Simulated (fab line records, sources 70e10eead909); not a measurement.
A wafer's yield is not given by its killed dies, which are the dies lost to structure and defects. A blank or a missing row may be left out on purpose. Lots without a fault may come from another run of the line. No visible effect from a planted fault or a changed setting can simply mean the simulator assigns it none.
8D (eight disciplines) problem report, filled in by code    flow nand_harc    the parts of the form that need people (team, actions taken, sign-off) are left out

1. THE PROBLEM
Wafers without a fault read 200.1 sccm, standard deviation 0.57; mfc_precursor_sccm at NHARC_A_STAIRCASE_DEP_325 reads a mean of 193.6 sccm on 2 wafers belonging to 2 lots. Measured from the usual mean, that is -11 standard deviations.
The step: deposits SiO2, target thk 7200 nm.
Earliest sighting: wafer L157.1 on pecvd-02 at day 26 07:01. At this step, 39 wafers from 13 lots have a number in the record. The rule behind "out" and "out of limits": a value lying over 4 standard deviations away from the usual mean. The rest of the wafers with a number are treated as sound.

2. WHAT THIS IS AND IS NOT
question                     is                  is not
which readings at this step  mfc_precursor_sccm  heater_power_w
which lots                   L157, L160          L142, L143, L144, L145, L147, L148, L149, L151, L158, L161, L162
which wafers of those lots   L157.1, L160.4      L157.2, L157.4, L160.5, L160.6
read on which tools          pecvd-02            pecvd-03, pecvd-04
when                         from day 26 07:01   up to then (26 sound wafers); but 11 sound wafers of L158, L160, L161, L162 came after

3. THE SUSPECTS, EACH WITH WHAT RULES IT OUT
Counting: if a tool at a process step up to the reading ran every lot that is out, it stays a suspect. Sound lots after the first of them don't rule it out here, since some wafers of a struck lot are sound.
- rie_diel-12 at NHARC_A_STAIRCASE_ETCH_313 (etches the open film in CF4/CHF3): kept. Ran every lot that is out, first one L157 (day 24 18:35); last sound lot up to then L151 (day 22 08:24).
- pecvd-03 at NHARC_A_STAIRCASE_DEP_417 (deposits Si3N4, target thk 60 nm): kept. It ran every lot that is out, first L157 (day 24 22:37).
- pecvd-02 at NHARC_A_STAIRCASE_DEP_325 (deposits SiO2, target thk 7200 nm): kept. Ran every lot that is out, first one L157 (day 26 07:01); last sound lot up to then L151 (day 23 16:16). Its own mfc_precursor_sccm readings are out on those wafers.
- In pecvd-02 at NHARC_A_STAIRCASE_DEP_325, the wafers that are out were processed in chamber 2 and their sound lot-mates in chambers 0, 1.
rie_diel-12 at NHARC_A_STAIRCASE_ETCH_313, pecvd-03 at NHARC_A_STAIRCASE_DEP_417 and pecvd-02 at NHARC_A_STAIRCASE_DEP_325 are what is left after counting.

4. THE CAUSE (what the simulator had put in)
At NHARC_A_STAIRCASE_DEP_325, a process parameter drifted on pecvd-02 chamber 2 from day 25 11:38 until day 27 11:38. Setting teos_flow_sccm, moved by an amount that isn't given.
This tool is one of the 3 suspects left after counting.

5. THE EFFECT CHAIN, in route order
Rows list readings where the struck wafers' mean (over those with a number) sits beyond 3 standard deviations from the usual. Scope: only readings with a usual standard deviation given in the record; hours: median across lots of the time from each lot's start at the first step in this table that gives one to its start at this step; sigmas: change in usual standard deviations.
hours  step                       reading             usual       on struck wafers  change  sigmas
0      NHARC_A_STAIRCASE_DEP_325  mfc_precursor_sccm  200.1 sccm  193.6             -6.5    -11
Process steps it contains:
- NHARC_A_STAIRCASE_DEP_325: deposits SiO2, target thk 7200 nm.
Later steps that measure or inspect, where all struck wafers having a row at the step show a number for every such reading and not one has moved that far: NHARC_END_SORT_01.

6. HOW IT WOULD HAVE BEEN CAUGHT EARLIER
The fault began at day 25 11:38; the first out-of-limits reading in this record came at day 26 07:01, 19 hours later.
